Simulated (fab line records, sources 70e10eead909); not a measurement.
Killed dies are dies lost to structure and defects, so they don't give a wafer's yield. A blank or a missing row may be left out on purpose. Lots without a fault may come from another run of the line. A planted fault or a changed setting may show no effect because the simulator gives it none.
Tool commonality check | flow nand_harc | 12 lots, 36 wafers sampled

WHY IT WAS OPENED
At NHARC_P_GATE_CD_MEAS_91 the reading cd_nm is flagged on 1 of 12 lots. Wafers without a fault read 1999.8 nm, standard deviation 1.5.
Rule: a lot is flagged when every wafer of it that has a number lies more than 4 standard deviations from that mean, or none has a number. The other lots count as sound.

lot  | measured     | on        | cd_nm (nm), wafer by wafer | flag
L437 | day 5 16:01  | cd_sem-03 | 1998.1 1999.7 1998.2       |
L439 | day 6 15:05  | cd_sem-03 | 2001.2 2000.8 2001.4       |
L440 | day 6 21:33  | cd_sem-01 | 1997.3 1999.2 1997.6       |
L441 | day 7 06:38  | cd_sem-01 | 2000.0 1998.5 1999.2       |
L443 | day 8 04:33  | cd_sem-03 | 2000.6 1999.0 2001.5       |
L444 | day 8 13:20  | cd_sem-02 | 1998.5 1997.8 1997.4       |
L445 | day 9 05:28  | cd_sem-03 | 2000.2 2000.7 2001.6       |
L446 | day 9 20:09  | cd_sem-01 | 2055.8 2055.1 2056.1       | FLAGGED
L454 | day 12 12:43 | cd_sem-02 | 1999.6 2000.4 1999.3       |
L458 | day 14 07:52 | cd_sem-01 | 2000.8 2000.5 2000.3       |
L459 | day 15 00:33 | cd_sem-03 | 2003.0 2002.4 2001.9       |
L460 | day 15 01:20 | cd_sem-02 | 1998.9 2002.4 2001.4       |
The numbers of the flagged lots are 2055.7 nm on average: +55.9 nm against the usual, or +37 standard deviations.

WHICH TOOL RAN EACH LOT
The record holds 3 process steps before the reading, out of a route of 1302 steps. In each cell: the tool, then ch and the chambers that the sampled wafers went through, then the start.
lot  | flag    | NHARC_P_GATE_ETCHBACK_37                      | NHARC_P_GATE_STRIP_75                | NHARC_P_GATE_EXPOSE_88
L437 |         | rie_diel-01 ch 2,3, day 5 13:20 or earlier    | plasma_asher-01 ch 0,1, day 5 13:20  | krf_scanner-04 ch 0, day 5 15:52
L439 |         | rie_diel-07 ch 0,1,3, day 6 12:28 or earlier  | plasma_asher-02 ch 0,1, day 6 12:28  | krf_scanner-02 ch 0, day 6 14:56
L440 |         | rie_diel-07 ch 0,1, day 6 18:56 or earlier    | plasma_asher-02 ch 0,1, day 6 18:56  | krf_scanner-04 ch 0, day 6 21:23
L441 |         | rie_diel-07 ch 0,1,2, day 7 04:08 or earlier  | plasma_asher-02 ch 1, day 7 04:08    | krf_scanner-03 ch 0, day 7 06:28
L443 |         | rie_diel-05 ch 0,3, day 8 02:03 or earlier    | plasma_asher-02 ch 0,1, day 8 02:03  | krf_scanner-02 ch 0, day 8 04:24
L444 |         | rie_diel-01 ch 1,2,3, day 8 10:41 or earlier  | plasma_asher-01 ch 0,1, day 8 10:41  | krf_scanner-03 ch 0, day 8 13:11
L445 |         | rie_diel-05 ch 1,2, day 9 02:56 or earlier    | plasma_asher-02 ch 0,1, day 9 02:56  | krf_scanner-03 ch 0, day 9 05:18
L446 | FLAGGED | rie_diel-07 ch 2,3, day 9 17:47 or earlier    | plasma_asher-01 ch 0,1, day 9 17:47  | krf_scanner-03 ch 0, day 9 20:00
L454 |         | rie_diel-01 ch 0,1,3, day 12 10:05 or earlier | plasma_asher-01 ch 0,1, day 12 10:05 | krf_scanner-03 ch 0, day 12 12:34
L458 |         | rie_diel-07 ch 0,1, day 14 05:21 or earlier   | plasma_asher-02 ch 0,1, day 14 05:21 | krf_scanner-04 ch 0, day 14 07:43
L459 |         | rie_diel-01 ch 1,2, day 14 21:23 or earlier   | plasma_asher-02 ch 0,1, day 14 21:23 | krf_scanner-03 ch 0, day 15 00:24
L460 |         | rie_diel-07 ch 0,3, day 14 22:13 or earlier   | plasma_asher-01 ch 0, day 14 22:13   | krf_scanner-02 ch 0, day 15 01:11
What these steps do:
- NHARC_P_GATE_ETCHBACK_37: etches the open film in CHF3/O2, target depth 34.5 nm, time 17.2 s.
- NHARC_P_GATE_STRIP_75: strips in O2.
- NHARC_P_GATE_EXPOSE_88: exposes mask P HVN, target cd 2000 nm.
- NHARC_P_GATE_CD_MEAS_91: target cd 2000 nm.

FLAGGED OVER TOTAL, TOOL BY TOOL (the gauges that took the reading come last)
step                     | tool            | lots run | flagged | share of the flagged lots | sound lots run after its first flagged lot
NHARC_P_GATE_ETCHBACK_37 | rie_diel-01     | 4        | 0       | none                      | -
NHARC_P_GATE_ETCHBACK_37 | rie_diel-05     | 2        | 0       | none                      | -
NHARC_P_GATE_ETCHBACK_37 | rie_diel-07     | 6        | 1       | all                       | 2 (L458,L460)
NHARC_P_GATE_STRIP_75    | plasma_asher-01 | 5        | 1       | all                       | 2 (L454,L460)
NHARC_P_GATE_STRIP_75    | plasma_asher-02 | 7        | 0       | none                      | -
NHARC_P_GATE_EXPOSE_88   | krf_scanner-02  | 3        | 0       | none                      | -
NHARC_P_GATE_EXPOSE_88   | krf_scanner-03  | 6        | 1       | all                       | 2 (L454,L459)
NHARC_P_GATE_EXPOSE_88   | krf_scanner-04  | 3        | 0       | none                      | -
NHARC_P_GATE_CD_MEAS_91  | cd_sem-01       | 4        | 1       | all                       | 1 (L458)
NHARC_P_GATE_CD_MEAS_91  | cd_sem-02       | 3        | 0       | none                      | -
NHARC_P_GATE_CD_MEAS_91  | cd_sem-03       | 5        | 0       | none                      | -
NHARC_P_GATE_ETCHBACK_37 gives no start for some lots, so the hours and the order of its lots are those of NHARC_P_GATE_STRIP_75.

WHAT THE TABLE ALLOWS
4 rows of the table ran every flagged lot: rie_diel-07 at NHARC_P_GATE_ETCHBACK_37, plasma_asher-01 at NHARC_P_GATE_STRIP_75, krf_scanner-03 at NHARC_P_GATE_EXPOSE_88, cd_sem-01 at NHARC_P_GATE_CD_MEAS_91.
- rie_diel-07 at NHARC_P_GATE_ETCHBACK_37: 1 of its 6 lots flagged. Sound lots ran on it after the first flagged one (L458, L460), which a lasting fault on the whole tool wouldn't allow.
- plasma_asher-01 at NHARC_P_GATE_STRIP_75: 1 of its 5 lots flagged. Sound lots ran on it after the first flagged one (L454, L460), which a lasting fault on the whole tool wouldn't allow.
- krf_scanner-03 at NHARC_P_GATE_EXPOSE_88: 1 of its 6 lots flagged. Sound lots ran on it after the first flagged one (L454, L459), which a lasting fault on the whole tool wouldn't allow.
- cd_sem-01 at NHARC_P_GATE_CD_MEAS_91: 1 of its 4 lots flagged. Sound lots ran on it after the first flagged one (L458), which a lasting fault on the whole tool wouldn't allow.
No row of the table ran every flagged lot and no sound lot after the first.

WHAT THE SIMULATOR HAD PUT IN
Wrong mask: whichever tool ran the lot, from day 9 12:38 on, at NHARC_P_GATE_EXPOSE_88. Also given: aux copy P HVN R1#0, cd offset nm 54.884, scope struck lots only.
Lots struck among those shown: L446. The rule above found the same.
